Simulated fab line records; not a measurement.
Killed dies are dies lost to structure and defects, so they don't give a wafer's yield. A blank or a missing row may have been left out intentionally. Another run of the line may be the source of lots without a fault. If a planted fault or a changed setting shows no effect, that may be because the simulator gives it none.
Chamber matching | flow nand-harc | 4 sister chambers for NHARC_P_GATE_DESCUM_93 on rie-diel-08
The step chemistry O2, time 3 s. 8 wafers are shown with their chamber, then 8 later ones without.

## WAFERS PAIRED WITH THEIR CHAMBERS
wafer  | chamber | drypump-motor-current-A (A) | rf-vpp-V (V)
L078.5 | 2       | 5.4                         | 57.3
L080.5 | 2       | 5.5                         | 57.1
L084.3 | 1       | 5.5                         | 57.6
L084.6 | 3       | 6.1                         | 58.3
L087.2 | 0       | 5.9                         | 59.6
L087.5 | 0       | 5.9                         | 59.1
L087.6 | 1       | 5.5                         | 57.8
L090.1 | 3       | 6.1                         | 57.2

## WAFERS MISSING THEIR CHAMBER
wafer  | drypump-motor-current-A (A) | rf-vpp-V (V)
L090.2 | 5.8                         | 58.9
L090.3 | 5.5                         | 57.3
L093.1 | 5.5                         | 56.4
L093.2 | 6.1                         | 55.9
L093.4 | 5.5                         | 58.7
L094.1 | 5.5                         | 58.8
L094.2 | 5.5                         | 57.8
L094.4 | 6.1                         | 57.8

## CHAMBER TAKEN BY EACH
wafer  | from the rows above     | in truth
L090.2 | 0                       | 0
L090.3 | can't be placed: 1 or 2 | 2
L093.1 | can't be placed: 2 or 1 | 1
L093.2 | 3                       | 3
L093.4 | can't be placed: 1 or 2 | 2
L094.1 | can't be placed: 1 or 2 | 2
L094.2 | can't be placed: 1 or 2 | 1
L094.4 | 3                       | 3
Correct placement for 3 of the 8. From these rows, 5 cannot be placed; in 5 the true chamber is one of the candidates. Placed wrongly: 0.
How it was worked out, from the rows above alone: a wafer's distance from a chamber is the root of the sum, over the readings, of the square of ((its reading less the chamber's mean) divided by the reading's scatter). The wafer belongs to the nearest chamber; if the next one is less than 2 further off, it can't be placed. Each chamber's mean is taken over the wafers shown for it. How the scatter is found: for the shown wafers, subtract from each reading the mean of its chamber, square and add these, divide the total by (wafers less chambers), then take the root.
